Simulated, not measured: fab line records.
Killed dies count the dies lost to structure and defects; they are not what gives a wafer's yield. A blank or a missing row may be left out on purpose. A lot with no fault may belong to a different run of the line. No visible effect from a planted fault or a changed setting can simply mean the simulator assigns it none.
Split-lot study || flow n5 finfet || route with 1938 steps; 7 lots, 21 wafers read

== SPLIT DETAILS ==
At N5_BEOL_M6_COAT_22 (resist thk 30 nm), the setting spin rpm was moved away from the recipe's 1500 rpm on 10 of the 21 wafers read, by -11.1% to -3.6%. All remaining wafers had this setting at the recipe value.

Reading taken at the split's own step.

== THE READING ==
CAR-EUV_of_BEOL_M6_COAT_22.thk nm (the simulator's own value, which no gauge read), in nm, at N5_BEOL_M6_COAT_22 (resist thk 30 nm). The file does not state a usual value for it. Across the 11 wafers here that went through the recipe, the average is 29.9 nm and the standard deviation 0.1 nm.

{"wafer": "L075.1", "tool, chamber at the split": "litho track-02, 0", "spin rpm as run, rpm": 1500, "against the recipe": "recipe", "CAR-EUV_of_BEOL_M6_COAT_22.thk nm, nm": 30, "against lot-mates on the recipe": "-"}
{"wafer": "L075.3", "tool, chamber at the split": "litho track-02, 0", "spin rpm as run, rpm": 1333, "against the recipe": "-11.1%", "CAR-EUV_of_BEOL_M6_COAT_22.thk nm, nm": 31.8, "against lot-mates on the recipe": "+1.8"}
{"wafer": "L075.6", "tool, chamber at the split": "litho track-02, 0", "spin rpm as run, rpm": 1333, "against the recipe": "-11.1%", "CAR-EUV_of_BEOL_M6_COAT_22.thk nm, nm": 31.8, "against lot-mates on the recipe": "+1.8"}
{"wafer": "L078.2", "tool, chamber at the split": "litho track-02, 0", "spin rpm as run, rpm": 1424, "against the recipe": "-5.1%", "CAR-EUV_of_BEOL_M6_COAT_22.thk nm, nm": 30.6, "against lot-mates on the recipe": "+0.8"}
{"wafer": "L078.6", "tool, chamber at the split": "litho track-02, 0", "spin rpm as run, rpm": 1424, "against the recipe": "-5.1%", "CAR-EUV_of_BEOL_M6_COAT_22.thk nm, nm": 30.6, "against lot-mates on the recipe": "+0.8"}
{"wafer": "L078.3", "tool, chamber at the split": "litho track-02, 0", "spin rpm as run, rpm": 1500, "against the recipe": "recipe", "CAR-EUV_of_BEOL_M6_COAT_22.thk nm, nm": 29.8, "against lot-mates on the recipe": "-"}
{"wafer": "L081.4", "tool, chamber at the split": "litho track-04, 0", "spin rpm as run, rpm": 1500, "against the recipe": "recipe", "CAR-EUV_of_BEOL_M6_COAT_22.thk nm, nm": 29.8, "against lot-mates on the recipe": "-"}
{"wafer": "L081.5", "tool, chamber at the split": "litho track-04, 0", "spin rpm as run, rpm": 1362, "against the recipe": "-9.2%", "CAR-EUV_of_BEOL_M6_COAT_22.thk nm, nm": 31.4, "against lot-mates on the recipe": "+1.5"}
{"wafer": "L081.6", "tool, chamber at the split": "litho track-04, 0", "spin rpm as run, rpm": 1500, "against the recipe": "recipe", "CAR-EUV_of_BEOL_M6_COAT_22.thk nm, nm": 30, "against lot-mates on the recipe": "-"}
{"wafer": "L080.3", "tool, chamber at the split": "litho track-02, 0", "spin rpm as run, rpm": 1500, "against the recipe": "recipe", "CAR-EUV_of_BEOL_M6_COAT_22.thk nm, nm": 29.8, "against lot-mates on the recipe": "-"}
{"wafer": "L080.5", "tool, chamber at the split": "litho track-02, 0", "spin rpm as run, rpm": 1383, "against the recipe": "-7.8%", "CAR-EUV_of_BEOL_M6_COAT_22.thk nm, nm": 31, "against lot-mates on the recipe": "+1.2"}
{"wafer": "L080.6", "tool, chamber at the split": "litho track-02, 0", "spin rpm as run, rpm": 1383, "against the recipe": "-7.8%", "CAR-EUV_of_BEOL_M6_COAT_22.thk nm, nm": 31, "against lot-mates on the recipe": "+1.2"}
{"wafer": "L082.2", "tool, chamber at the split": "litho track-02, 0", "spin rpm as run, rpm": 1500, "against the recipe": "recipe", "CAR-EUV_of_BEOL_M6_COAT_22.thk nm, nm": 30, "against lot-mates on the recipe": "-"}
{"wafer": "L082.3", "tool, chamber at the split": "litho track-02, 0", "spin rpm as run, rpm": 1419, "against the recipe": "-5.4%", "CAR-EUV_of_BEOL_M6_COAT_22.thk nm, nm": 30.8, "against lot-mates on the recipe": "+0.8"}
{"wafer": "L082.6", "tool, chamber at the split": "litho track-02, 0", "spin rpm as run, rpm": 1419, "against the recipe": "-5.4%", "CAR-EUV_of_BEOL_M6_COAT_22.thk nm, nm": 30.8, "against lot-mates on the recipe": "+0.8"}
{"wafer": "L084.1", "tool, chamber at the split": "litho track-02, 0", "spin rpm as run, rpm": 1500, "against the recipe": "recipe", "CAR-EUV_of_BEOL_M6_COAT_22.thk nm, nm": 30, "against lot-mates on the recipe": "-"}
{"wafer": "L084.3", "tool, chamber at the split": "litho track-02, 0", "spin rpm as run, rpm": 1500, "against the recipe": "recipe", "CAR-EUV_of_BEOL_M6_COAT_22.thk nm, nm": 30, "against lot-mates on the recipe": "-"}
{"wafer": "L084.4", "tool, chamber at the split": "litho track-02, 0", "spin rpm as run, rpm": 1500, "against the recipe": "recipe", "CAR-EUV_of_BEOL_M6_COAT_22.thk nm, nm": 30, "against lot-mates on the recipe": "-"}
{"wafer": "L091.2", "tool, chamber at the split": "litho track-02, 0", "spin rpm as run, rpm": 1500, "against the recipe": "recipe", "CAR-EUV_of_BEOL_M6_COAT_22.thk nm, nm": 29.8, "against lot-mates on the recipe": "-"}
{"wafer": "L091.6", "tool, chamber at the split": "litho track-02, 0", "spin rpm as run, rpm": 1500, "against the recipe": "recipe", "CAR-EUV_of_BEOL_M6_COAT_22.thk nm, nm": 29.8, "against lot-mates on the recipe": "-"}
{"wafer": "L091.5", "tool, chamber at the split": "litho track-02, 0", "spin rpm as run, rpm": 1446, "against the recipe": "-3.6%", "CAR-EUV_of_BEOL_M6_COAT_22.thk nm, nm": 30.4, "against lot-mates on the recipe": "+0.6"}

THE FIT
A straight line over all 21 wafers: CAR-EUV_of_BEOL_M6_COAT_22.thk nm changes by -0.16 nm for each +1% of spin rpm; r = -0.99; the points scatter about the line by 0.11 nm.
The same after taking each lot's own level away (the mean of its wafers on the recipe; 21 wafers): -0.159 nm for each +1%; r = -1.00; scatter 0.042 nm.
That fit puts the effect of the largest move of spin rpm on the reading at 1.8 nm.
Measured against the standard deviation above, the lots' own levels, which go from 29.80 to 30.00 nm, span 2.0 times it.
The two slopes are in agreement: the lot-to-lot level therefore moves the slope only a little.
Check: +1.76 nm against its lot-mates is what the line predicts for one of the wafers moved furthest among these (-11.1%) when that wafer is left out of the fit. It came out at +1.8 nm against them.

== FURTHER SPLITS ON THESE WAFERS ==
Other splits were also applied to these wafers ahead of the reading. Each is held against what the fit with the lots' levels taken away leaves over:
{"other split on the same wafers": "N5_BEOL_M6_COAT_63 spin rpm", "wafers away from the commonest value": 5, "r with CAR-EUV_of_BEOL_M6_COAT_22.thk nm (lot level and that fit taken away)": "+0.18"}

== THE FILE'S OWN FIT ==
CAR-EUV_of_BEOL_M6_COAT_22.thk nm changes by -0.159 nm for each +1% of spin rpm, r = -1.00.
